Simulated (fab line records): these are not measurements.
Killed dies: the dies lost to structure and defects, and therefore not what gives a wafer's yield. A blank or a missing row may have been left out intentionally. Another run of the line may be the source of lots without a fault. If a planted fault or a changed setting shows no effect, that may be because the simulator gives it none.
8D (eight disciplines) problem report, filled in by code / flow n5_finfet / the parts of the form that need people (team, actions taken, sign-off) are left out

1. THE ISSUE
spin_speed_rpm at N5_BEOL_M10_COAT_59 reads a mean of 1559.5 rpm on 6 wafers of 2 lots; wafers without a fault read 1499.8 rpm with a standard deviation of 1.1. That is +54 standard deviations from the usual mean.
The step: time 60 s, resist thk 100 nm.
The first sign was on wafer L685.3 at day 16 02:32, on litho_track-03. The record has a number at this step for 33 wafers belonging to 11 lots. Rule for "out" (also "out of limits"): further than 4 standard deviations from the usual mean. All remaining wafers that have a number are taken as sound.

2. WHAT IT IS; WHAT IT IS NOT
question=which readings at this step | is=spin_speed_rpm | is not=plate_temp_C
question=which lots | is=L683, L685 | is not=L665, L666, L667, L669, L670, L676, L678, L680, L686
question=which wafers of those lots | is=all that have a number | is not=-
question=read on which tools | is=litho_track-03 | is not=litho_track-02
question=when | is=from day 16 02:32 | is not=up to then (24 sound wafers); but 3 sound wafers of L686 came after

3. THE SUSPECTS, EACH WITH WHAT RULES IT OUT
Counting: a tool at a process step up to the reading stays a suspect if it ran every lot that is out and no sound lot after the first of them.
- pvd_sputter-01 at N5_BEOL_M9_SURFACE_TREAT_79: ruled out as a lasting fault. Sound lots L686 ran on it after its first lot that is out, L685 (day 15 21:26).
- litho_track-03 at N5_BEOL_M10_COAT_59 (time 60 s, resist thk 100 nm): kept. It processed each lot that is out, first L685 at day 16 02:32, and no sound lot thereafter; up to then, the last sound lot it processed was L678 at day 13 23:31. Its own readings are out on those wafers: spin_speed_rpm.
The count leaves litho_track-03 at N5_BEOL_M10_COAT_59.

4. THE CAUSE (what the simulator had put in)
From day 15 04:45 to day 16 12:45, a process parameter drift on litho_track-03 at N5_BEOL_M10_COAT_59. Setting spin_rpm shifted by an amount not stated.
The count eliminated every tool but this one.

5. THE EFFECT CHAIN, in route order
Each row: a reading where the mean over the struck wafers with a number is more than 3 standard deviations away from the usual. Only readings whose record carries a usual standard deviation are examined. hours: median over the lots of the time between each lot's start at the first step of this table that gives one and its start at this step. sigmas: the change, counted in usual standard deviations.
hours=0; step=N5_BEOL_M10_COAT_59; reading=spin_speed_rpm; usual=1499.8 rpm; on struck wafers=1559.5; change=+59.7; sigmas=+54
It contains these process steps:
- N5_BEOL_M10_COAT_59: time 60 s, resist thk 100 nm.

6. HOW IT WOULD HAVE BEEN CAUGHT EARLIER
In this record the first reading out of limits was taken at day 16 02:32, 22 hours after the fault began at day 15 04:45.
